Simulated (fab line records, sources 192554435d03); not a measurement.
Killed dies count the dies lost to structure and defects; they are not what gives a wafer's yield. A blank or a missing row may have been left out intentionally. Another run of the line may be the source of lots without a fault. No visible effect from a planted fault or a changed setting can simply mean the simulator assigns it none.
The same fault as seen by 3 desks    flow n5 finfet    only its own numbers are on each desk; what lay behind them is given at the end

## TOOL OWNER'S DESK, implanter-01
The tool's own readings at N5_WELL_APT_IMPLANT_31, given as means over the sampled wafers that have a number, one for each lot that went through this tool. The brackets show how far a lot's mean lies from the usual mean; more than 4 standard deviations puts the lot out of limits, marked OUT.
Columns: A = beam on s at N5_WELL_APT_IMPLANT_31, usual 9.98 s; B = dose ions cm2 at N5_WELL_APT_IMPLANT_31, usual 1.5e+13; C = faraday current uA at N5_WELL_APT_IMPLANT_31, usual 191; D = tilt deg at N5_WELL_APT_IMPLANT_31, usual 0.003 degrees
lot   first seen here  A      B                  C               D
L529  day 1 15:04      9.98   1.5e+13            191             0.010
L538  day 3 21:00      9.93   1.5e+13            191             -0.001
L539  day 4 03:28      10.12  1.5e+13            188             0.013
L545  day 5 15:49      10.01  1.4e+13 (-67) OUT  175 (-4.2) OUT  0.005
L546  day 5 21:16      9.93   1.4e+13 (-67) OUT  176             -0.020
Finding of this desk: L545, L546 out of limits; the first was L545 at day 5 15:49, on dose ions cm2 at N5_WELL_APT_IMPLANT_31. L529, L538, L539: within limits.

## METROLOGY DESK
What the gauges read for every lot (on any tool): the sampled wafers with a number, averaged. The brackets show how far a lot's mean lies from the usual mean; more than 4 standard deviations puts the lot out of limits, marked OUT. Shown are 7 of the 12 readings it has, namely the first that went out of limits plus those furthest out on some lot.
Columns: A = DIBL_P at N5_BEOL_M4_RC_MEAS_101, usual 36.2 mV/V; B = IOFF_N at N5_BEOL_M4_RC_MEAS_101, usual 0.157 nA/um; C = ION_N at N5_BEOL_M4_RC_MEAS_101, usual 673 uA/um; D = ION_P at N5_BEOL_M4_RC_MEAS_101, usual 461 uA/um; E = RS_PWELL at N5_BEOL_M4_RC_MEAS_101, usual 3006 ohm/sq; F = SS_N at N5_BEOL_M4_RC_MEAS_101, usual 71.5 mV/dec; G = VT_P at N5_BEOL_M4_RC_MEAS_101, usual -250.6 mV
lot   first seen here  A     B      C    D    E                F     G
L529  day 1 13:44      35.3  0.130  668  455  2996             71.2  -254.5
L533  day 2 13:50      36.7  0.150  678  467  3000             71.1  -250.9
L537  day 3 13:52      35.7  0.151  675  460  2996             71.6  -252.2
L538  day 3 19:35      35.9  0.158  670  455  3003             71.6  -251.9
L539  day 4 02:02      35.2  0.140  664  457  3041             71.8  -251.6
L545  day 5 13:56      36.2  0.150  663  458  3192 (+8.1) OUT  71.3  -250.4
L546  day 5 19:46      36.9  0.165  670  458  3191 (+8.1) OUT  71.3  -253.0
L547  day 6 01:50      37.7  0.170  683  472  3016             72.3  -245.9
L552  day 7 07:43      39.3  0.193  690  464  2987             71.8  -248.7
Per this desk, out of limits: L545, L546; the first was L545, day 11 15:38 (RS_PWELL at N5_BEOL_M4_RC_MEAS_101). L529, L533, L537, L538, L539, L547, L552: within limits.

## THE DEFECT DESK
Lot by lot, what the route's inspections counted, given as the mean of those sampled wafers with a number. The brackets show how far a lot's mean lies from the usual mean; more than 4 standard deviations puts the lot out of limits, marked OUT.
Columns: A = raw defect count at N5_WELL_APT_INSPECT_38, usual 15
lot   first seen here  A
L529  day 1 16:43      13
L533  day 2 17:26      11
L537  day 3 16:59      17
L538  day 3 22:47      12
L539  day 4 05:10      14
L545  day 5 17:22      19
L546  day 5 22:47      16
L547  day 6 05:26      14
L552  day 7 10:34      11
Finding of this desk: none of the 9 lots has anything out of limits.

## BROUGHT TOGETHER
The tool owner's desk had the chance to raise an alarm at day 5 15:49 on L545, L546.
The metrology desk could have raised an alarm at day 11 15:38, on L545, L546.
No out-of-limits result turned up at the defect desk.
The defect desk has L545, L546 on record, within its limits.
Of the lots named, all ran N5_WELL_APT_IMPLANT_31 on implanter-01.

## WHAT THE SIMULATOR PUT IN
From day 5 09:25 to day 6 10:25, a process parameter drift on implanter-01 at N5_WELL_APT_IMPLANT_31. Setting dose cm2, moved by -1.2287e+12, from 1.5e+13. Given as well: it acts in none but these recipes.
Struck lots among those shown: L545, L546.
Time in hours from fault onset to the first out-of-limits reading at each desk: tool owner's desk 6, metrology desk 150.
